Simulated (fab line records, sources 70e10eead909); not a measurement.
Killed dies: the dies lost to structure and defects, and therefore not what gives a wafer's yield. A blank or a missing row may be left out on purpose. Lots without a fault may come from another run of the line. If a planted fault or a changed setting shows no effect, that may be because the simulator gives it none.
Problem report in the 8D (eight disciplines) form, filled by code ; flow nand harc ; the parts of the form that need people (team, actions taken, sign-off) are left out

== 1. THE ISSUE ==
Mean of cd nm at NHARC_P_M2_CD_MEAS_09: 175.1 nm across 2 wafers in 2 lots; on wafers with no fault it is 169.9 nm (standard deviation 0.48). Relative to the usual mean, that is a shift of +11 standard deviations.
The step: target cd 170 nm.
First seen on wafer L646.3, day 12 20:14, on cd sem-01. Wafers with a number at this step in the record: 33, from 11 lots. Rule for "out" (also "out of limits"): further than 4 standard deviations from the usual mean. The other wafers with a number count as sound.

== 2. WHAT IT IS, AND WHAT IT ISN'T ==
question;is;is not
which readings at this step;cd nm;-
which lots;L646, L647;L632, L635, L637, L638, L640, L650, L652, L653, L654
which wafers of those lots;L646.3, L647.5;L646.1, L646.4, L647.4, L647.6
read on which gauges;cd sem-01, cd sem-02;cd sem-03
when;from day 12 20:14;"up to then (17 sound wafers); but 14 sound wafers of L647, L650, L652, L653, L654 came after"

== 3. WHAT RULES OUT EACH SUSPECT ==
Counting: a tool at a process step up to the reading stays a suspect if it ran every lot that is out. Sound lots after the first of them don't rule it out here, since some wafers of a struck lot are sound.
- ruled out: the gauge at NHARC_P_M2_CD_MEAS_09. 2 gauges (cd sem-01, cd sem-02) read the wafers that are out.
- rie diel-06 at NHARC_P_M1_ETCH_28 (etches the open film in CF4/N2, target depth 30 nm, time 72.99 s): kept. It processed each lot that is out (first: L646, day 12 17:17); up to then, its last sound lot is L640 (day 9 20:40). Because NHARC_P_M1_ETCH_28 lacks a start for some lots, the hours and order of its lots are taken from NHARC_P_M1_DEGAS_29.
- litho track-06 at NHARC_P_M2_PEB_07 (peb time 65 s): kept. It processed each lot that is out (first: L646, day 12 20:09); up to then, its last sound lot is L637 (day 8 20:41).
After counting, rie diel-06 at NHARC_P_M1_ETCH_28 and litho track-06 at NHARC_P_M2_PEB_07 remain.

== 4. THE CAUSE (what the simulator had put in) ==
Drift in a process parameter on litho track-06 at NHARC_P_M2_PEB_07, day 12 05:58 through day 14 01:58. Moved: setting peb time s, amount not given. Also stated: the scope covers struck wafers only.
After counting, 2 suspects remain, this tool included.

== 5. THE EFFECT CHAIN, in route order ==
Each row: a reading whose mean over the struck wafers that have a number lies more than 3 standard deviations from the usual. Scope: only readings with a usual standard deviation given in the record; hours: median across lots of the time from each lot's start at the first step in this table that gives one to its start at this step; sigmas: change in usual standard deviations.
hours;step;reading;usual;on struck wafers;change;sigmas
0;NHARC_P_M2_CD_MEAS_09;cd nm;169.9 nm;175.1;+5.2;+11
1;NHARC_P_M2_CD_MEAS_16;cd nm;169.8 nm;174.8;+5.0;+9.1

== 6. HOW IT WOULD HAVE BEEN CAUGHT EARLIER ==
Counted from the fault's start at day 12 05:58, it took 14 hours until the first out-of-limits reading at a measuring or inspecting step in this record, taken at day 12 20:14.
Tool readings at NHARC_P_M2_PEB_07 with a usual standard deviation given in the record: none out on any struck wafer, hence no alarm at a limit of 4 standard deviations on them.
L647, from the lots that are out (2), started NHARC_P_M2_PEB_07 on litho track-06 later than day 12 20:14. Had the tool been put on hold then, it would have been spared.
